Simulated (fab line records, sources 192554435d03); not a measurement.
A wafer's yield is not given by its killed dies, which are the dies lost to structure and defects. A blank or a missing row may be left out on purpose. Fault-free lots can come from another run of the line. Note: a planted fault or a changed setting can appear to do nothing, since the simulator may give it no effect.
Which tool is to blame?    flow n5Finfet    45 wafers from 15 lots sampled at 6 of the route's 1938 steps

== WHAT EACH GAUGE READ, for each wafer ==
N5_BEOL_M13_CD_MEAS_17: the cd target is 190 nm.
lot   measured      on        cdNm (nm)
L138  day 10 18:24  cdSem-01  189.8 191.2 192.7
L139  day 11 12:08  cdSem-03  191.1 190.6 190.5
L142  day 11 19:02  cdSem-03  190.5 189.7 188.8
L145  day 12 02:34  cdSem-01  189.6 193.7 193.5
L143  day 12 06:10  cdSem-02  190.7 190.5 191.8
L146  day 12 19:53  cdSem-01  188.6 189.2 186.0
L147  day 13 07:25  cdSem-02  188.4 188.3 189.5
L149  day 14 05:07  cdSem-02  189.4 189.2 191.3
L150  day 14 11:34  cdSem-03  191.2 189.7 193.7
L151  day 14 19:35  cdSem-03  188.1 187.3 192.3
L153  day 15 05:06  cdSem-03  190.8 186.3 185.9
L154  day 15 05:27  cdSem-03  - - -
L156  day 15 05:34  cdSem-03  - - -
L155  day 15 05:47  cdSem-03  - - -
L161  day 16 12:55  cdSem-01  193.2 190.8 192.1

== WHAT TOOL EACH LOT RAN ON (gives the tool, then ch and the chambers of the sampled wafers, and finally the start) ==
lot   N5_BEOL_M12_SPUTTER_44       N5_BEOL_M12_DEP_53               N5_BEOL_M13_DESCUM_15              N5_BEOL_M13_VIA_ETCH_16            N5_BEOL_M13_STRIP_63
L138  pvdSputter-03, day 10 16:12  pecvd-01 ch 0,1,2, day 10 17:12  rieDiel-05 ch 0,2,3, day 10 17:52  rieDiel-05 ch 0,2,3, day 10 17:57  plasmaAsher-01 ch 0, day 10 18:11
L139  pvdSputter-02, day 11 09:39  pecvd-03 ch 0,2, day 11 10:56    rieDiel-03 ch 1,2, day 11 11:37    rieDiel-03 ch 1,2, day 11 11:42    plasmaAsher-02 ch 0,1, day 11 11:56
L142  pvdSputter-02, day 11 14:20  pecvd-01 ch 0,2, day 11 17:43    rieDiel-01 ch 0,1,2, day 11 18:30  rieDiel-01 ch 0,1,2, day 11 18:35  plasmaAsher-02 ch 0,1, day 11 18:50
L145  pvdSputter-03, day 12 00:03  pecvd-01 ch 0,1,2, day 12 01:03  rieDiel-03 ch 0,2, day 12 02:02    rieDiel-03 ch 0,2, day 12 02:08    plasmaAsher-02 ch 0,1, day 12 02:22
L143  pvdSputter-02, day 12 03:22  pecvd-01 ch 0,2, day 12 04:47    rieDiel-01 ch 0,1,3, day 12 05:38  rieDiel-01 ch 0,1,3, day 12 05:43  plasmaAsher-01 ch 0,1, day 12 05:57
L146  pvdSputter-03, day 12 17:34  pecvd-03 ch 0,2, day 12 18:33    rieDiel-05 ch 1,2,3, day 12 19:21  rieDiel-05 ch 1,2,3, day 12 19:26  plasmaAsher-01 ch 0,1, day 12 19:41
L147  pvdSputter-03, day 13 04:32  pecvd-04 ch 0,1,2, day 13 05:38  rieDiel-03 ch 1,2,3, day 13 06:53  rieDiel-03 ch 1,2,3, day 13 06:59  plasmaAsher-02 ch 0,1, day 13 07:13
L149  pvdSputter-02, day 14 02:23  pecvd-04 ch 1,2, day 14 03:28    rieDiel-01 ch 1,2,3, day 14 04:32  rieDiel-01 ch 1,2,3, day 14 04:37  plasmaAsher-02 ch 1, day 14 04:55
L150  pvdSputter-01, day 14 09:13  pecvd-04 ch 0,1, day 14 10:22    rieDiel-03 ch 0,1,2, day 14 11:02  rieDiel-03 ch 0,1,2, day 14 11:07  plasmaAsher-01 ch 0,1, day 14 11:22
L151  pvdSputter-03, day 14 16:43  pecvd-01 ch 0,2, day 14 17:44    rieDiel-01 ch 0,3, day 14 18:52    rieDiel-01 ch 0,3, day 14 18:57    plasmaAsher-01 ch 0,1, day 14 19:22
L153  pvdSputter-01, day 15 02:42  pecvd-01 ch 0,2, day 15 03:46    rieDiel-01 ch 0,3, day 15 04:34    rieDiel-01 ch 0,3, day 15 04:40    plasmaAsher-02 ch 0,1, day 15 04:53
L154  pvdSputter-03, day 15 02:43  pecvd-01 ch 0,2, day 15 03:52    rieDiel-01 ch 1,2,3, day 15 04:55  rieDiel-01 ch 1,2,3, day 15 05:00  plasmaAsher-02 ch 0,1, day 15 05:16
L156  pvdSputter-02, day 15 02:52  pecvd-01 ch 0,2, day 15 03:59    rieDiel-03 ch 1,2,3, day 15 04:55  rieDiel-03 ch 1,2,3, day 15 05:01  plasmaAsher-02 ch 0,1, day 15 05:22
L155  pvdSputter-03, day 15 03:02  pecvd-04 ch 0,1, day 15 04:09    rieDiel-03 ch 0,1,3, day 15 05:14  rieDiel-03 ch 0,1,3, day 15 05:20  plasmaAsher-02 ch 0,1, day 15 05:34
L161  pvdSputter-03, day 16 10:28  pecvd-04 ch 0,1,2, day 16 11:28  rieDiel-03 ch 0,3, day 16 12:23    rieDiel-03 ch 0,3, day 16 12:28    plasmaAsher-02 ch 0,1, day 16 12:43
- N5_BEOL_M12_SPUTTER_44: material Ta, target thk 10 nm, time 16.13 s.
- N5_BEOL_M12_DEP_53: deposits SiCN from 3MS/NH3, target thk 30 nm, time 10.5 s.
- N5_BEOL_M13_DESCUM_15: chemistry O2, time 7.9 s.
- N5_BEOL_M13_VIA_ETCH_16: etches SiOC in C4F8/O2/Ar, target depth 921.7 nm.
- N5_BEOL_M13_STRIP_63: strips in N2/H2.

== WHAT THE TOOLS THEMSELVES READ (means of the sampled wafers that have a number; where no wafer has one, the mark that the record gives instead) ==
N5_BEOL_M12_SPUTTER_44.
lot   tool           throttleValvePct (%)
L138  pvdSputter-03  29.4
L139  pvdSputter-02  29.8
L142  pvdSputter-02  30.3
L145  pvdSputter-03  29.8
L143  pvdSputter-02  30.2
L146  pvdSputter-03  28.2
L147  pvdSputter-03  29.6
L149  pvdSputter-02  29.9
L150  pvdSputter-01  30.4
L151  pvdSputter-03  29.0
L153  pvdSputter-01  31.4
L154  pvdSputter-03  29.0
L156  pvdSputter-02  29.6
L155  pvdSputter-03  28.7
L161  pvdSputter-03  29.9

N5_BEOL_M12_DEP_53.
lot   tool      showerheadPlenumPTorr (Torr)  showerheadVppV (V)  throttleValvePct (%)
L138  pecvd-01  4.17                          1557                17.9
L139  pecvd-03  4.15                          1518                18.0
L142  pecvd-01  4.15                          1532                16.8
L145  pecvd-01  4.18                          1550                17.9
L143  pecvd-01  4.17                          1504                17.2
L146  pecvd-03  4.15                          1522                18.0
L147  pecvd-04  4.15                          1520                17.7
L149  pecvd-04  4.17                          1499                18.1
L150  pecvd-04  4.17                          1576                17.8
L151  pecvd-01  4.18                          1503                17.4
L153  pecvd-01  4.18                          1495                17.3
L154  pecvd-01  4.15                          1533                16.9
L156  pecvd-01  4.14                          1521                16.9
L155  pecvd-04  4.15                          1598                17.4
L161  pecvd-04  4.16                          1549                17.8

N5_BEOL_M13_DESCUM_15.
lot   tool        drypumpMotorCurrentA (A)  oesProductAu (a.u.)  rfVppV (V)  showerheadPlenumPTorr (Torr)  throttleValvePct (%)
L138  rieDiel-05  5.9                       0.84                 242.3       2.08                          20.27
L139  rieDiel-03  5.0                       0.76                 242.9       2.06                          20.60
L142  rieDiel-01  5.8                       0.85                 243.9       2.12                          20.37
L145  rieDiel-03  6.1                       0.87                 242.8       2.05                          20.29
L143  rieDiel-01  6.0                       0.80                 244.3       2.10                          20.32
L146  rieDiel-05  5.5                       0.85                 244.0       2.10                          20.11
L147  rieDiel-03  5.4                       0.80                 242.6       2.04                          20.33
L149  rieDiel-01  5.9                       0.82                 243.4       2.07                          20.21
L150  rieDiel-03  5.5                       0.82                 241.8       2.04                          20.42
L151  rieDiel-01  6.2                       0.70                 242.5       2.01                          20.37
L153  rieDiel-01  6.2                       0.70                 242.2       2.01                          20.39
L154  rieDiel-01  5.9                       0.81                 243.5       2.07                          20.21
L156  rieDiel-03  5.4                       0.79                 242.8       2.03                          20.35
L155  rieDiel-03  5.9                       0.85                 242.5       2.02                          20.15
L161  rieDiel-03  6.6                       0.86                 242.1       2.02                          20.06

N5_BEOL_M13_VIA_ETCH_16.
lot   tool        C4F8_flow_sccm (sccm)  O2_flow_sccm (sccm)  drypumpMotorCurrentA (A)  heInnerTorr (Torr)  oesProductAu (a.u.)  rfVppV (V)  showerheadPlenumPTorr (Torr)  throttleValvePct (%)
L138  rieDiel-05  15.02                  7.993                5.9                       14.99               0.76                 665.2       3.41                          24.06
L139  rieDiel-03  15.03                  7.977                5.0                       14.96               0.68                 663.5       3.37                          24.41
L142  rieDiel-01  15.05                  7.983                5.8                       15.00               0.76                 666.7       3.45                          24.09
L145  rieDiel-03  15.00                  8.004                6.1                       15.02               0.78                 664.1       3.40                          24.33
L143  rieDiel-01  15.01                  7.994                6.0                       15.00               0.72                 666.3       3.44                          24.14
L146  rieDiel-05  14.96                  7.990                5.6                       15.04               0.76                 666.4       3.46                          23.97
L147  rieDiel-03  15.02                  7.991                5.4                       15.02               0.72                 662.8       3.34                          24.15
L149  rieDiel-01  14.96                  8.008                5.9                       14.98               0.74                 665.2       3.41                          24.07
L150  rieDiel-03  14.97                  7.995                5.5                       15.01               0.73                 664.1       3.37                          24.36
L151  rieDiel-01  14.96                  8.006                6.3                       14.99               0.65                 662.0       3.32                          24.26
L153  rieDiel-01  15.01                  7.995                6.2                       15.02               0.64                 662.5       3.32                          24.26
L154  rieDiel-01  -                      -                    -                         -                   -                    -           -                             -
L156  rieDiel-03  -                      -                    -                         -                   -                    -           -                             -
L155  rieDiel-03  -                      -                    -                         -                   -                    -           -                             -
L161  rieDiel-03  15.00                  7.998                6.5                       15.00               0.77                 662.4       3.36                          24.11

N5_BEOL_M13_STRIP_63.
lot   tool            drypumpMotorCurrentA (A)  heaterPowerW (W)  oesProductAu (a.u.)  stripTimeToEndpointS (s)
L138  plasmaAsher-01  5.4                       318               0.677                27.8
L139  plasmaAsher-02  5.9                       331               0.677                27.3
L142  plasmaAsher-02  5.9                       329               0.672                28.1
L145  plasmaAsher-02  5.9                       332               0.669                26.7
L143  plasmaAsher-01  5.3                       343               0.678                28.9
L146  plasmaAsher-01  5.3                       330               0.673                27.1
L147  plasmaAsher-02  5.9                       327               0.673                26.4
L149  plasmaAsher-02  5.7                       331               0.675                27.2
L150  plasmaAsher-01  5.3                       335               0.671                27.0
L151  plasmaAsher-01  5.3                       334               0.675                28.2
L153  plasmaAsher-02  6.2                       330               0.676                29.5
L154  plasmaAsher-02  5.9                       328               0.857                92.5
L156  plasmaAsher-02  6.2                       333               0.860                92.3
L155  plasmaAsher-02  5.9                       336               0.859                92.1
L161  plasmaAsher-02  5.9                       329               0.675                26.9

== THE ANSWER, worked out from the rows above alone ==
Rule: usual is defined by the lots themselves. The widest of any qualifying gaps counts: lots, ordered by their means at a reading, are off when they make up no more than a third of the lots, leave a main group of 4 or more, and stand apart from it by 3 or more times the standard deviation of that group's means. A main group is skipped when, at the precision printed for the reading in the tables above, its means are all equal. Also off: a lot with no number at a reading for which 4 or more lots have one. The other lots that the step has rows for count as sound. First the gauges in route order, then the tools' own readings, where a lot's mean is used as printed above. At the first step where some lot is off, the reading lying furthest off is the one used; lots without a number count as furthest.
Off at N5_BEOL_M13_CD_MEAS_17 (cdNm): L154, L156, L155. Without a number there: L154, L156, L155. For the main group the mean is 190.2 nm and the standard deviation 1.5.
If a tool, at a process step before that reading, ran all the lots that are off and no sound lot after the first of them, it fits. Not tried: the gauges at N5_BEOL_M13_CD_MEAS_17; whatever is off there is also off at N5_BEOL_M13_VIA_ETCH_16, on other tools, and gauge error can't account for it. Not one of the candidates tried fits.

== WHAT THE SIMULATOR PUT IN ==
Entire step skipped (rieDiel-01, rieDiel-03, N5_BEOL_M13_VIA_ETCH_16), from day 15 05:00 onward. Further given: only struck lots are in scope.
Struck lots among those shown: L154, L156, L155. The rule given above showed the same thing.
